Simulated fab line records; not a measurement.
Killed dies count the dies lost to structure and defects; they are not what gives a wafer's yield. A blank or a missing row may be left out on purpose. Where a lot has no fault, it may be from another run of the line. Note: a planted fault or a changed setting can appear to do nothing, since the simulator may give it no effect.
Chamber matching ; flow nand harc ; NHARC_A_CONTACT_ETCH_88 on rie diel-11: 4 sister chambers
The step etches the open film in CF4, target depth 39 nm, time 65 s. 16 wafers are shown with their chamber, then 8 later ones without.

## WAFERS, EACH WITH ITS CHAMBER
wafer;chamber;showerhead plenum p Torr (Torr);drypump motor current A (A);rf vpp V (V)
L981.1;1;1.66;6.1;150.2
L981.4;3;1.84;5.1;152.5
L981.5;1;1.66;6.1;149.6
L985.1;0;1.86;5.4;152.0
L985.3;2;1.67;5.8;150.6
L985.5;0;1.86;5.4;153.0
L986.3;3;1.83;5.0;152.9
L986.4;2;1.67;5.8;151.2
L986.5;1;1.65;6.1;151.4
L992.1;1;1.65;6.0;150.2
L992.2;2;1.67;5.7;148.8
L992.6;0;1.86;5.4;152.9
L997.1;3;1.83;5.1;152.5
L997.3;0;1.86;5.4;151.7
L997.5;1;1.65;6.0;148.8
L996.1;1;1.65;6.0;148.9

SIGNATURES, as means of the wafers listed above
reading;chamber 0;chamber 1;chamber 2;chamber 3;scatter within a chamber
showerhead plenum p Torr;1.8600;1.6533;1.6700;1.8333;0.00408
drypump motor current A;5.400;6.050;5.767;5.067;0.0486
rf vpp V;152.400;149.850;150.200;152.633;0.876
Rule: for each reading, subtract the chamber's mean from the wafer's reading, divide by that reading's scatter and square the result; add these up over the readings and take the root, which gives the wafer's distance from the chamber. If the next closest chamber is less than 2 further off than the closest, the wafer can't be placed; otherwise it belongs to the closest. The scatter: take each reading less its chamber's mean, square it, sum over the shown wafers, divide by the number of wafers less the number of chambers, and take the root.

## WAFERS MISSING THEIR CHAMBER
wafer;showerhead plenum p Torr (Torr);drypump motor current A (A);rf vpp V (V)
L996.5;1.65;6.1;149.5
L996.6;1.67;5.8;149.3
L101.3;1.83;5.0;152.7
L101.4;1.86;5.4;154.7
L101.5;1.67;5.8;150.6
L103.1;1.65;6.1;148.9
L103.2;1.83;5.1;151.9
L103.3;1.67;5.8;148.5

## CHAMBER TAKEN BY EACH
wafer;from the rows above;in truth
L996.5;1;1
L996.6;2;2
L101.3;3;3
L101.4;0;0
L101.5;2;2
L103.1;1;1
L103.2;3;3
L103.3;2;2
Placed correctly: 8 of 8. Number that these rows cannot place: 0. Placed wrongly: 0.
